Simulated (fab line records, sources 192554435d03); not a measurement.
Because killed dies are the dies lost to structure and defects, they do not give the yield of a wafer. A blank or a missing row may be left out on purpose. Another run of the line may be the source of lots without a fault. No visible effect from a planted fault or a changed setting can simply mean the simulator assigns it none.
fab line records -- flow n5_finfet -- part 2 of 2: steps 5 to 6 of 6
[record] lots = 22, wafers = 66, last_day = 18
route steps=1938 shown SD_EPI_N@275 ILD0@335 SDB@361
lots that met no fault: from a run of the same line without faults
start_h: the number of hours between the record's first day and the start of the first shown wafer of the lot -- wait_h: hours from the lot's prior step to this one -- " identical to the entry in the row above -- L1.1+2: a single row standing in for several wafers -- - no value, or no start was given -- * or withheld: withheld -- < > ~ a bound
route shown NAME@n: a module of which the file shows steps, and the number in the route of the first -- usual: mean/standard deviation taken from wafers without a fault -- same: alike in all rows -- chamber/n: place in a boat -- sites: per-site readings -- _std_site: their standard deviation -- _edge_site: the outer-site mean with the inner-site mean subtracted -- radius_mm: how far each site lies from the wafer's centre -- mask NAME#n: copy n -- behind: the last tool/chamber to shape the wafer -- hold: why the lot was held/for how many hours/how that ended -- device: the transistor (n, p or np) that didn't switch -- end of line: at the end of the route, the tests of the same wafers -- for a step that has no rows: nothing shown but its recipe -- killed: dies that structure and defects cost at the first sort, which is not the same as the wafer's yield -- map: a wafer's dies, marking killed ones x, the rest . and places with no die _
set.NAME: setting as actually run; set.NAME@STEP: the setting as run at that earlier step -- model.NAME: the simulator's own value behind a step, which no gauge read
route steps across a sampled set of lots; one table per step, one row per wafer
services: the hour from which a tool's chamber was out of use, counted from the record's first day as start_h (under 0 if before that day), plus the number of hours and why
[[steps]]
[step N5_SDB_ETCH_18]
[recipe] chemistry = N2/H2, target = SOC, target_depth_a = 1000, overetch_a = 200, mask_material = SiARC, temp_c = 40, time_s = 150, ion_energy_ev = 200, pressure_mtorr = 30, source_w = 840, bias_w = 150, n2_flow_sccm = 200, h2_flow_sccm = 200
[usual] drypump_motor_current_A = 5.9/0.43, oes_product_au = 0.71/0.062, rf_vpp_V = 525.6/2.5, showerhead_plenum_p_Torr = 2.61/0.085, throttle_valve_pct = 17.7/0.33
lot.wafer,tool,chamber,start_h,wait_h,drypump_motor_current_A,oes_product_au,rf_hours_counter_h,rf_vpp_V,showerhead_plenum_p_Torr,throttle_valve_pct
L074.2,rie_diel-05,2,65.02,0.0,5.4,0.79,39,521.9,2.49,17.4
L074.4,rie_diel-05,3,65.02,0.0,5.8,0.67,178,527.3,2.61,17.2
L074.5,rie_diel-05,0,65.02,0.0,6.2,0.63,-,520.9,2.37,17.7
L075.1,rie_diel-05,2,72.18,0.0,5.4,0.78,41,523.0,2.49,17.4
L075.4,rie_diel-05,3,72.18,0.0,5.8,0.66,180,524.3,2.61,17.2
L075.6,rie_diel-05,2,72.18,0.0,5.5,0.78,-,521.8,2.49,17.4
L077.1,rie_diel-06,0,84.86,0.0,6.3,0.67,167,525.7,2.65,18.1
L077.4,rie_diel-06,3,84.86,0.0,5.0,0.69,147,525.9,2.67,17.9
L077.6,rie_diel-06,3,84.86,0.0,5.0,0.69,-,526.8,2.67,17.9
L078.1,rie_diel-05,3,88.13,0.0,5.8,0.65,188,526.9,2.61,17.2
L078.3,rie_diel-05,2,88.13,0.0,5.4,0.77,49,523.0,2.49,17.5
L078.6,rie_diel-05,3,88.13,0.0,5.8,0.66,-,526.4,2.61,17.2
L080.3,rie_diel-04,1,105.50,0.0,5.8,0.63,204,527.3,2.64,17.8
L080.4,rie_diel-04,0,105.50,0.0,5.0,0.81,26,522.4,2.46,17.6
L080.5,rie_diel-04,2,105.50,0.0,6.3,0.74,-,528.3,2.72,17.9
L081.1,rie_diel-06,3,109.34,0.0,5.1,0.68,155,526.2,2.67,17.9
L081.5,rie_diel-06,2,109.34,0.0,5.9,0.61,-,522.0,2.47,17.6
L081.6,rie_diel-06,3,109.34,0.0,5.0,0.68,-,525.2,2.66,17.9
L082.1,rie_diel-06,0,122.83,0.0,6.3,0.67,180,526.6,2.65,18.1
L082.5,rie_diel-06,0,122.83,0.0,6.3,0.67,-,524.4,2.65,18.1
L082.6,rie_diel-06,3,122.83,0.0,5.0,0.68,-,527.2,2.66,17.9
L083.2,rie_diel-04,0,124.05,0.0,5.0,0.81,32,520.7,2.45,17.6
L083.3,rie_diel-04,3,124.05,0.0,6.3,0.76,58,524.7,2.60,17.7
L083.4,rie_diel-04,1,124.05,0.0,5.8,0.64,210,528.1,2.64,17.8
L084.1,rie_diel-05,1,132.34,0.0,5.8,0.68,131,525.2,2.66,18.2
L084.2,rie_diel-05,3,132.34,0.0,5.9,0.65,202,525.4,2.60,17.3
L084.3,rie_diel-05,2,132.34,0.0,5.4,0.76,63,521.5,2.48,17.5
L085.1,rie_diel-05,0,132.74,0.0,6.2,0.82,14,527.5,2.68,17.3
L085.3,rie_diel-05,1,132.74,0.0,5.8,0.68,132,526.4,2.66,18.2
L085.4,rie_diel-05,2,132.74,0.0,5.4,0.76,63,521.0,2.48,17.5
L086.1,rie_diel-05,3,141.27,0.0,5.9,0.64,205,526.8,2.60,17.3
L086.3,rie_diel-05,0,141.27,0.0,6.2,0.81,18,528.0,2.68,17.3
L086.5,rie_diel-05,3,141.27,0.0,5.9,0.65,-,527.1,2.60,17.3
L088.1,rie_diel-06,1,148.44,0.0,6.5,0.76,38,527.9,2.69,17.5
L088.2,rie_diel-06,3,148.44,0.0,5.0,0.67,167,526.7,2.66,18.0
L088.5,rie_diel-06,3,148.44,0.0,5.0,0.67,-,528.0,2.66,17.9
L087.3,rie_diel-05,3,150.00,0.0,5.8,0.64,209,526.4,2.60,17.3
L087.4,rie_diel-05,1,150.00,0.0,5.9,0.68,138,528.2,2.66,18.2
L087.5,rie_diel-05,1,150.00,0.0,5.9,0.67,-,527.3,2.66,18.2
L089.1,rie_diel-06,1,156.98,0.0,6.5,0.75,41,528.2,2.68,17.5
L089.4,rie_diel-06,1,156.98,0.0,6.5,0.76,-,528.1,2.68,17.6
L089.6,rie_diel-06,1,156.98,0.0,6.5,0.76,-,527.9,2.68,17.6
L090.1,rie_diel-04,3,171.33,0.0,6.3,0.74,72,525.1,2.60,17.7
L090.2,rie_diel-04,1,171.33,0.0,5.8,0.62,225,525.6,2.63,17.8
L090.3,rie_diel-04,2,171.33,0.0,6.2,0.72,84,528.7,2.71,18.0
L091.1,rie_diel-04,2,173.86,0.0,6.2,0.73,85,526.1,2.71,17.9
L091.3,rie_diel-04,1,173.86,0.0,5.8,0.63,226,525.6,2.63,17.8
L091.6,rie_diel-04,2,173.86,0.0,6.3,0.72,-,526.3,2.71,18.0
L092.1,rie_diel-05,0,177.33,0.0,6.2,0.78,31,528.0,2.67,17.3
L092.4,rie_diel-05,2,177.33,0.0,5.5,0.75,74,520.6,2.48,17.5
L092.6,rie_diel-05,1,177.33,0.0,5.8,0.67,-,527.2,2.65,18.3
L094.1,rie_diel-05,2,188.32,0.0,5.4,0.74,79,522.1,2.47,17.5
L094.2,rie_diel-05,1,188.32,0.0,5.8,0.67,152,527.7,2.65,18.2
L094.5,rie_diel-05,0,188.32,0.0,6.2,0.79,-,529.3,2.67,17.3
L093.3,rie_diel-05,0,188.61,0.0,6.2,0.79,35,527.7,2.67,17.3
L093.4,rie_diel-05,1,188.61,0.0,5.9,0.67,152,526.1,2.65,18.3
L093.5,rie_diel-05,1,188.61,0.0,5.9,0.67,-,526.7,2.65,18.3
L095.1,rie_diel-04,2,195.73,0.0,6.3,0.72,93,527.8,2.70,18.0
L095.2,rie_diel-04,1,195.73,0.0,5.8,0.61,234,525.2,2.63,17.8
L095.5,rie_diel-04,2,195.73,0.0,6.3,0.72,-,526.1,2.70,18.0
L096.1,rie_diel-04,3,199.16,0.0,6.3,0.73,84,524.4,2.59,17.7
L096.2,rie_diel-04,1,199.16,0.0,5.8,0.61,236,525.5,2.63,17.8
L096.6,rie_diel-04,3,199.16,0.0,6.3,0.72,-,525.3,2.59,17.7
L097.1,rie_diel-04,3,207.20,0.0,6.2,0.73,88,525.4,2.59,17.7
L097.3,rie_diel-04,1,207.20,0.0,5.8,0.62,241,526.1,2.62,17.8
L097.5,rie_diel-04,2,207.20,0.0,6.3,0.71,-,527.6,2.70,18.0
[step N5_SDB_HM_OPEN_20]
[recipe] chemistry = CH3F/O2, target = SiNx, mask_material = SOC, target_depth_a = 240, stop_on = poly-Si, over_etch_frac = 0.4, ion_energy_ev = 120, pressure_mtorr = 30, source_w = 395, bias_w = 73, Ar_flow_sccm = 150, CH3F_flow_sccm = 30, O2_flow_sccm = 20
[usual] O2_flow_sccm = 20.00/0.065, drypump_motor_current_A = 5.9/0.43, oes_o_777_au = 0.79/0.086, oes_product_au = 0.65/0.058, rf_vpp_V = 299/5.2, showerhead_plenum_p_Torr = 2.06/0.064, throttle_valve_pct = 16.27/0.3
lot.wafer,tool,chamber,start_h,wait_h,O2_flow_sccm,drypump_motor_current_A,oes_o_777_au,oes_product_au,rf_hours_counter_h,rf_vpp_V,showerhead_plenum_p_Torr,throttle_valve_pct
L074.2,rie_diel-05,2,65.18,0.0,19.89,5.4,0.87,0.72,39,304,1.95,15.95
L074.4,rie_diel-05,3,65.18,0.0,20.01,5.9,0.74,0.62,178,298,2.07,15.99
L074.5,rie_diel-05,0,65.18,0.0,20.02,6.2,0.73,0.59,-,291,1.87,16.32
L075.1,rie_diel-05,2,72.33,0.0,20.00,5.4,0.86,0.73,41,303,1.95,15.96
L075.4,rie_diel-05,3,72.33,0.0,19.97,5.8,0.74,0.61,180,298,2.07,15.99
L075.6,rie_diel-05,2,72.33,0.0,19.94,5.4,0.87,0.73,-,303,1.95,15.95
L077.1,rie_diel-06,0,85.01,0.0,19.92,6.3,0.72,0.61,167,315,2.09,16.60
L077.4,rie_diel-06,3,85.01,0.0,19.96,5.0,0.76,0.64,147,301,2.07,16.15
L077.6,rie_diel-06,3,85.01,0.0,20.01,5.1,0.77,0.64,-,300,2.07,16.14
L078.1,rie_diel-05,3,88.29,0.0,20.04,5.8,0.74,0.58,188,299,2.07,16.01
L078.3,rie_diel-05,2,88.29,0.0,20.03,5.4,0.86,0.69,49,303,1.95,15.96
L078.6,rie_diel-05,3,88.29,0.0,20.10,5.8,0.74,0.60,-,297,2.06,16.00
L080.3,rie_diel-04,1,105.65,0.0,20.08,5.7,0.69,0.59,204,294,2.07,16.21
L080.4,rie_diel-04,0,105.65,0.0,19.99,5.0,0.97,0.75,26,297,1.96,16.47
L080.5,rie_diel-04,2,105.65,0.0,20.02,6.3,0.85,0.69,-,297,2.12,16.35
L081.1,rie_diel-06,3,109.50,0.0,20.00,5.0,0.76,0.61,156,299,2.07,16.18
L081.5,rie_diel-06,2,109.50,0.0,19.91,5.9,0.66,0.54,-,298,1.98,16.42
L081.6,rie_diel-06,3,109.50,0.0,19.92,5.0,0.76,0.63,-,301,2.07,16.17
L082.1,rie_diel-06,0,122.99,0.0,20.00,6.3,0.72,0.61,180,313,2.09,16.64
L082.5,rie_diel-06,0,122.99,0.0,20.04,6.3,0.72,0.62,-,315,2.09,16.62
L082.6,rie_diel-06,3,122.99,0.0,20.08,5.0,0.75,0.62,-,301,2.07,16.17
L083.2,rie_diel-04,0,124.21,0.0,19.93,4.9,0.97,0.73,32,297,1.96,16.47
L083.3,rie_diel-04,3,124.21,0.0,19.98,6.2,0.86,0.70,58,300,2.03,15.98
L083.4,rie_diel-04,1,124.21,0.0,19.98,5.8,0.69,0.58,211,295,2.07,16.21
L084.1,rie_diel-05,1,132.50,0.0,19.97,5.8,0.77,0.62,131,302,2.11,16.80
L084.2,rie_diel-05,3,132.50,0.0,20.07,5.8,0.73,0.58,202,298,2.06,16.04
L084.3,rie_diel-05,2,132.50,0.0,19.96,5.4,0.84,0.70,63,303,1.95,15.99
L085.1,rie_diel-05,0,132.90,0.0,20.05,6.2,0.95,0.76,14,294,2.12,15.87
L085.3,rie_diel-05,1,132.90,0.0,20.07,5.8,0.77,0.62,132,299,2.11,16.81
L085.4,rie_diel-05,2,132.90,0.0,20.02,5.4,0.83,0.70,63,303,1.95,15.99
L086.1,rie_diel-05,3,141.43,0.0,19.97,5.9,0.72,0.58,205,297,2.06,16.03
L086.3,rie_diel-05,0,141.43,0.0,19.98,6.2,0.94,0.75,18,296,2.11,15.88
L086.5,rie_diel-05,3,141.43,0.0,19.99,5.8,0.73,0.60,-,298,2.06,16.05
L088.1,rie_diel-06,1,148.59,0.0,20.03,6.5,0.87,0.70,38,293,2.12,16.16
L088.2,rie_diel-06,3,148.59,0.0,20.12,5.0,0.75,0.61,167,301,2.07,16.19
L088.5,rie_diel-06,3,148.59,0.0,20.06,5.0,0.75,0.64,-,300,2.07,16.21
L087.3,rie_diel-05,3,150.16,0.0,19.92,5.9,0.72,0.57,209,296,2.06,16.06
L087.4,rie_diel-05,1,150.16,0.0,20.12,5.8,0.76,0.62,138,299,2.10,16.82
L087.5,rie_diel-05,1,150.16,0.0,19.96,5.9,0.76,0.61,-,298,2.10,16.83
L089.1,rie_diel-06,1,157.22,0.0,19.92,6.5,0.87,0.70,42,293,2.12,16.17
L089.4,rie_diel-06,1,157.22,0.0,19.93,6.5,0.87,0.70,-,291,2.12,16.18
L089.6,rie_diel-06,1,157.22,0.0,19.91,6.5,0.86,0.71,-,294,2.12,16.17
L090.1,rie_diel-04,3,171.49,0.0,19.95,6.3,0.85,0.68,73,299,2.02,16.00
L090.2,rie_diel-04,1,171.49,0.0,19.97,5.8,0.67,0.58,225,295,2.06,16.26
L090.3,rie_diel-04,2,171.49,0.0,19.97,6.2,0.82,0.65,84,296,2.12,16.38
L091.1,rie_diel-04,2,174.01,0.0,20.01,6.3,0.82,0.66,85,298,2.12,16.38
L091.3,rie_diel-04,1,174.01,0.0,20.12,5.8,0.67,0.57,226,296,2.06,16.25
L091.6,rie_diel-04,2,174.01,0.0,20.02,6.3,0.81,0.67,-,298,2.12,16.38
L092.1,rie_diel-05,0,177.49,0.0,20.01,6.2,0.92,0.73,31,295,2.11,15.90
L092.4,rie_diel-05,2,177.49,0.0,19.95,5.4,0.83,0.68,74,303,1.94,16.03
L092.6,rie_diel-05,1,177.49,0.0,19.90,5.8,0.75,0.62,-,301,2.10,16.84
L094.1,rie_diel-05,2,188.48,0.0,20.00,5.4,0.81,0.68,79,304,1.94,16.03
L094.2,rie_diel-05,1,188.48,0.0,20.09,5.9,0.75,0.63,152,300,2.10,16.86
L094.5,rie_diel-05,0,188.48,0.0,20.03,6.2,0.91,0.73,-,297,2.11,15.92
L093.3,rie_diel-05,0,188.77,0.0,20.01,6.2,0.90,0.71,35,294,2.11,15.90
L093.4,rie_diel-05,1,188.77,0.0,20.05,5.8,0.75,0.62,152,300,2.10,16.85
L093.5,rie_diel-05,1,188.77,0.0,20.06,5.9,0.76,0.62,-,299,2.10,16.86
L095.1,rie_diel-04,2,195.89,0.0,20.08,6.3,0.81,0.66,93,297,2.11,16.41
L095.2,rie_diel-04,1,195.89,0.0,19.95,5.8,0.67,0.55,234,295,2.06,16.26
L095.5,rie_diel-04,2,195.89,0.0,20.02,6.2,0.81,0.66,-,297,2.11,16.40
L096.1,rie_diel-04,3,199.32,0.0,19.93,6.3,0.83,0.68,84,299,2.02,16.01
L096.2,rie_diel-04,1,199.32,0.0,19.89,5.8,0.67,0.55,236,295,2.06,16.27
L096.6,rie_diel-04,3,199.32,0.0,20.02,6.3,0.83,0.68,-,298,2.02,16.03
L097.1,rie_diel-04,3,207.36,0.0,20.11,6.3,0.83,0.68,88,298,2.02,16.01
L097.3,rie_diel-04,1,207.36,0.0,19.96,5.8,0.66,0.57,241,296,2.06,16.27
L097.5,rie_diel-04,2,207.36,0.0,19.95,6.2,0.80,0.65,-,296,2.11,16.42
[[services]]
tool,chamber,start_h,hours,kind
rie_diel-06,1,26.36,-,clean
rie_diel-06,1,26.36,-,consumable_replace:focus_ring
rie_diel-06,1,26.36,-,consumable_replace:showerhead
rie_diel-06,1,26.36,16.9,scheduled_down
rie_diel-06,1,26.36,16.9,vent_cycle
ald_sin-04,3,27.50,4.4,repair
ald_sin-02,-,38.49,0.8,repair
rie_diel-05,-,47.62,0.7,repair
rie_diel-06,2,59.96,2.2,repair
rie_diel-04,1,65.80,6.9,repair
rie_diel-05,0,73.10,-,clean
rie_diel-05,0,73.10,-,consumable_replace:focus_ring
rie_diel-05,0,73.10,-,consumable_replace:showerhead
rie_diel-05,0,73.10,18.2,scheduled_down
rie_diel-05,0,73.10,18.2,vent_cycle
ald_sin-04,-,87.26,14.0,pm
ald_sin-03,-,95.80,0.5,repair
rie_diel-05,2,133.03,8.9,repair
rie_diel-04,-,137.93,0.3,repair
ald_sin-03,3,142.01,13.5,repair
rie_diel-06,-,176.36,0.6,repair
ald_sin-04,-,188.60,1.9,repair
ald_sin-04,2,200.11,3.1,repair
ald_sin-03,3,206.32,3.6,repair
